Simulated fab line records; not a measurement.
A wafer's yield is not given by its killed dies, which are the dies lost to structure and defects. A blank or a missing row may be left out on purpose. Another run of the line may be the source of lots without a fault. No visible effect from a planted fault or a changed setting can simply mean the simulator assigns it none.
Matching of chambers ; flow nandHarc ; rieDiel-02 running NHARC_A_STAIRCASE_ETCH_292: 4 sister chambers
The step etches the open film in CF4/CHF3. 14 wafers are shown with their chamber, then 7 later ones without.

== WAFERS PAIRED WITH THEIR CHAMBERS ==
wafer;chamber;throttleValvePct (%);oesProductAu (a.u.);showerheadPlenumPTorr (Torr)
L075.3;1;16.793;0.927;1.45
L075.4;0;16.803;0.931;1.63
L075.6;3;16.804;0.912;1.57
L079.1;1;16.794;0.918;1.70
L079.4;2;16.785;0.910;1.55
L079.6;3;16.798;0.921;1.56
L078.1;0;16.805;0.925;1.63
L078.3;3;16.800;0.927;1.56
L078.5;3;16.795;0.921;1.56
L080.1;0;16.793;0.915;1.63
L080.2;3;16.796;0.908;1.56
L080.5;3;16.802;0.921;1.56
L086.4;1;16.810;0.953;1.69
L086.5;0;16.820;0.915;1.63

SIGNATURES (averages over the wafers above)
reading;chamber 0;chamber 1;chamber 2;chamber 3;scatter within a chamber
throttleValvePct;16.80525;16.79900;16.78500;16.79917;0.00785
oesProductAu;0.92150;0.93267;0.91000;0.91833;0.0104
showerheadPlenumPTorr;1.6300;1.6133;1.5500;1.5617;0.0634
Rule: for a wafer and a chamber, the distance is found by dividing, reading by reading, the gap between the wafer's reading and the chamber's mean by the reading's scatter, squaring, summing and taking the root. If the next closest chamber is less than 2 further off than the closest, the wafer can't be placed; otherwise it belongs to the closest. The scatter: take each reading less its chamber's mean, square it, sum over the shown wafers, divide by the number of wafers less the number of chambers, and take the root.

== WAFERS MISSING THEIR CHAMBER ==
wafer;throttleValvePct (%);oesProductAu (a.u.);showerheadPlenumPTorr (Torr)
L086.6;16.810;0.919;1.56
L090.1;16.809;0.917;1.62
L090.4;16.806;0.903;1.68
L090.5;16.810;0.918;1.53
L097.1;16.805;0.911;1.53
L097.2;16.803;0.916;1.68
L097.3;16.805;0.933;1.55

== CHAMBER TAKEN BY EACH ==
wafer;from the rows above;in truth
L086.6;can't be placed: 0 or 3 or 1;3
L090.1;can't be placed: 0 or 3 or 1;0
L090.4;can't be placed: 0 or 3 or 1 or 2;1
L090.5;can't be placed: 3 or 0 or 1 or 2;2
L097.1;can't be placed: 3 or 0 or 2 or 1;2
L097.2;can't be placed: 0 or 3 or 1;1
L097.3;can't be placed: 1 or 3 or 0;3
Placed correctly: 0 of 7. Unplaceable from these rows: 7, with the true chamber sitting among the candidates in 7. Number placed wrongly: 0.
